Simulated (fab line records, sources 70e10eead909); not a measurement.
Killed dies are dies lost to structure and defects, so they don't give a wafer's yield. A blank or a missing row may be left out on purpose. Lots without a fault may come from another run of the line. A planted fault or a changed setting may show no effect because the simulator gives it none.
Which tool did it? | flow nand_harc | 6 lots, 18 wafers sampled, at 1 step of a route of 1302

WHAT THE GAUGES READ, wafer by wafer
NHARC_A_BLC_CD_MEAS_10: target cd 100 nm.
lot  | measured     | on        | cd_nm (nm)
L674 | day 23 03:37 | cd_sem-02 | 100.1 99.2 99.4
L675 | day 23 11:41 | cd_sem-02 | 101.2 100.3 100.8
L679 | day 25 23:44 | cd_sem-01 | 99.1 101.3 100.0
L683 | day 27 14:10 | cd_sem-03 | 99.2 99.0 99.9
L686 | day 28 20:58 | cd_sem-02 | 99.6 99.7 98.8
L689 | day 30 08:32 | cd_sem-01 | 101.1 100.2 100.9

WHICH TOOL RAN EACH LOT (tool, then ch and the chambers of the sampled wafers, then the start)
The record holds no process step before these readings.

THE ANSWER, worked out from the rows above alone
Rule: what is usual is taken from the lots themselves. Put in order of their means at a reading, lots are off if they are a third of the lots or fewer, leave a main group of 4 or more, and stand apart from it by a gap of 3 or more times the standard deviation of the main group's means; of several such gaps the widest counts. A main group whose means are all the same, to the digits that the tables above print for the reading, isn't used. A lot without any number at a reading at which 4 lots or more have one is off too. The other lots that the step has rows for count as sound.
No lot is off at any reading shown: from this, nothing can be told.

WHAT THE SIMULATOR HAD PUT IN
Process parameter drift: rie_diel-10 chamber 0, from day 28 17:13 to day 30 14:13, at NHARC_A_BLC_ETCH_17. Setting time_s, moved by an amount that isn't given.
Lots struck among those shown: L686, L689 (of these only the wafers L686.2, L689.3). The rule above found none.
